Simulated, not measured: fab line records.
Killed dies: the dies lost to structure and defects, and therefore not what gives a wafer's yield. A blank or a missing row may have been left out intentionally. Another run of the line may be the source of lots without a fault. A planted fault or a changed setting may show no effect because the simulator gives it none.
One fault through the eyes of 2 desks    flow n5 finfet    every desk sees just its own numbers, and what lay behind them comes last

== AT THE METROLOGY DESK ==
Lot by lot, what the gauges showed, no matter which tool ran the lot: averages of those sampled wafers that carry a number. The brackets show how far a lot's mean lies from the usual mean; more than 4 standard deviations puts the lot out of limits, marked OUT.
Columns: A = M8_OVL at N5_BEOL_M8_OVL_MEAS_12, usual -0.1 nm
lot   first seen here  A
L399  day 9 13:41      0.2
L398  day 9 16:58      0.6
L400  day 9 18:26      0.5
L404  day 10 23:58     0.7
L406  day 11 08:26     0.2
L405  day 11 08:39     -0.1
L409  day 12 06:29     -0.3
L410  day 12 15:14     -0.4
L414  day 13 20:41     0.3
L419  day 15 02:07     0.3
L421  day 15 07:12     -0.9
L420  day 15 07:22     -0.2
This desk's finding: nothing out of limits on any of the 12 lots.

== AT THE TOOL OWNER'S DESK: euv scanner-02 ==
The tool's own readings at N5_BEOL_M8_EXPOSE_25 (exposes mask V7, target cd 40 nm): means of the sampled wafers that have a number, for each lot that ran on this tool. The brackets show how far a lot's mean lies from the usual mean; more than 4 standard deviations puts the lot out of limits, marked OUT.
Columns: A = exposure dose mJ cm2 at N5_BEOL_M8_EXPOSE_25, usual 42.45
lot   first seen here  A
L398  day 9 18:01      42.53
L400  day 9 20:09      42.51
L405  day 11 10:43     42.48
L409  day 12 10:11     43.20 (+14) OUT
L410  day 12 16:55     43.06 (+11) OUT
Finding of this desk: L409, L410 out of limits; the first was L409 at day 12 10:11, on exposure dose mJ cm2 at N5_BEOL_M8_EXPOSE_25. In limits: L398, L400, L405.

== ALL TOGETHER ==
On L409, L410, at day 12 10:11, an alarm was possible from the tool owner's desk.
Nothing out of limits was seen by the metrology desk.
The metrology desk holds a record of L409, L410, inside its limits.
All the named lots went through N5_BEOL_M8_EXPOSE_25 on euv scanner-02.

== WHAT THE SIMULATOR PUT IN ==
Process parameters drifting: euv scanner-02 at N5_BEOL_M8_EXPOSE_25, beginning at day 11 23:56. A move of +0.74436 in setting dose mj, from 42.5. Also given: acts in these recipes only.
Shown lots that were struck: L409, L410.
How many hours passed from the start of the fault until each desk's first out-of-limits reading: the tool owner's desk, 10.
